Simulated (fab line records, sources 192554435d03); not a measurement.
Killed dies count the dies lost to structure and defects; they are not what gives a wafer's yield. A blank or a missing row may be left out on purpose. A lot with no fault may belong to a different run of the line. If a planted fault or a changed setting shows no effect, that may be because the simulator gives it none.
Which tool did it? | flow n5Finfet | 10 lots with 29 wafers sampled at 5 steps, on a route of 1938 steps

WHAT THE GAUGES SHOWED, per wafer
N5_BEOL_M4_RC_MEAS_101.
lot  | measured     | on        | DIBL_N (mV/V)
L633 | day 8 01:37  | prober-01 | 37.5 36.0
L635 | day 8 18:49  | prober-02 | 34.2 36.3 33.9
L637 | day 9 12:39  | prober-02 | 38.0 36.7 37.5
L638 | day 9 12:30  | prober-01 | 36.7 35.7 34.9
L641 | day 10 04:10 | prober-02 | 35.8 37.9 38.2
L643 | day 10 20:14 | prober-01 | 38.9 38.3 37.0
L651 | day 13 09:56 | prober-01 | 34.8 36.2 36.8
L652 | day 13 13:07 | prober-02 | 35.4 36.8 38.6
L655 | day 13 14:01 | prober-01 | 37.1 37.2 38.8
L654 | day 13 15:26 | prober-02 | 34.6 35.0 37.1

EACH LOT AND THE TOOL THAT RAN IT (in order: tool; ch and the chambers of the sampled wafers; start)
lot  | N5_BEOL_M3_ANNEAL_93        | N5_BEOL_M3_PRE_CLEAN_60         | N5_BEOL_M4_HM_DEP_02        | N5_BEOL_M4_ETCH_74
L633 | pvdSputter-02, day 7 14:18  | cvdCo-01 ch 0,2, day 7 15:31    | pvdSputter-02, day 7 16:00  | rieDiel-04 ch 2,3, day 7 16:50
L635 | pvdSputter-03, day 8 02:28  | cvdCo-02 ch 0,1,2, day 8 04:11  | pvdSputter-01, day 8 06:51  | rieDiel-04 ch 0,2,3, day 8 07:24
L637 | pvdSputter-02, day 8 22:49  | cvdCo-02 ch 0,1, day 9 00:43    | pvdSputter-01, day 9 02:00  | rieDiel-06 ch 0,2, day 9 02:44
L638 | pvdSputter-03, day 8 23:08  | cvdCo-02 ch 0,1, day 9 00:22    | pvdSputter-01, day 9 01:54  | rieDiel-06 ch 0,1,2, day 9 02:27
L641 | pvdSputter-01, day 9 13:46  | cvdCo-01 ch 0,2, day 9 14:58    | pvdSputter-03, day 9 15:47  | rieDiel-06 ch 0,1,3, day 9 16:29
L643 | pvdSputter-01, day 10 07:24 | cvdCo-02 ch 0,1, day 10 08:35   | pvdSputter-01, day 10 09:05 | rieDiel-03 ch 0,1,2, day 10 09:38
L651 | pvdSputter-01, day 12 22:44 | cvdCo-01 ch 0,2, day 13 00:08   | pvdSputter-01, day 13 02:19 | rieDiel-06 ch 1,3, day 13 03:11
L652 | pvdSputter-03, day 12 23:40 | cvdCo-01 ch 0,1,2, day 13 00:50 | pvdSputter-01, day 13 02:25 | rieDiel-06 ch 1,3, day 13 03:26
L655 | pvdSputter-01, day 13 01:43 | cvdCo-02 ch 1,2, day 13 02:54   | pvdSputter-02, day 13 03:20 | rieDiel-04 ch 0,2, day 13 04:01
L654 | pvdSputter-03, day 13 01:52 | cvdCo-01 ch 1,2, day 13 03:07   | pvdSputter-03, day 13 04:44 | rieDiel-03 ch 0,2,3, day 13 05:25
- N5_BEOL_M3_ANNEAL_93: time 240 s.
- N5_BEOL_M3_PRE_CLEAN_60: time 15 s.
- N5_BEOL_M4_HM_DEP_02: deposits TiN, target thk 20 nm.
- N5_BEOL_M4_ETCH_74: etches underlayer in N2/H2, target depth 6.5 nm, time 5.2 s.

THE ANSWER, worked out from the rows above alone
Rule: usual is defined by the lots themselves. The widest of any qualifying gaps counts: lots, ordered by their means at a reading, are off when they make up no more than a third of the lots, leave a main group of 4 or more, and stand apart from it by 3 or more times the standard deviation of that group's means. Not used: any main group whose means are identical at the precision the tables above print for the reading. A lot without any number at a reading at which 4 lots or more have one is off too. All remaining lots with rows at the step are treated as sound.
No lot is off at any reading shown: from this, nothing can be told.

WHAT WAS PUT IN BY THE SIMULATOR
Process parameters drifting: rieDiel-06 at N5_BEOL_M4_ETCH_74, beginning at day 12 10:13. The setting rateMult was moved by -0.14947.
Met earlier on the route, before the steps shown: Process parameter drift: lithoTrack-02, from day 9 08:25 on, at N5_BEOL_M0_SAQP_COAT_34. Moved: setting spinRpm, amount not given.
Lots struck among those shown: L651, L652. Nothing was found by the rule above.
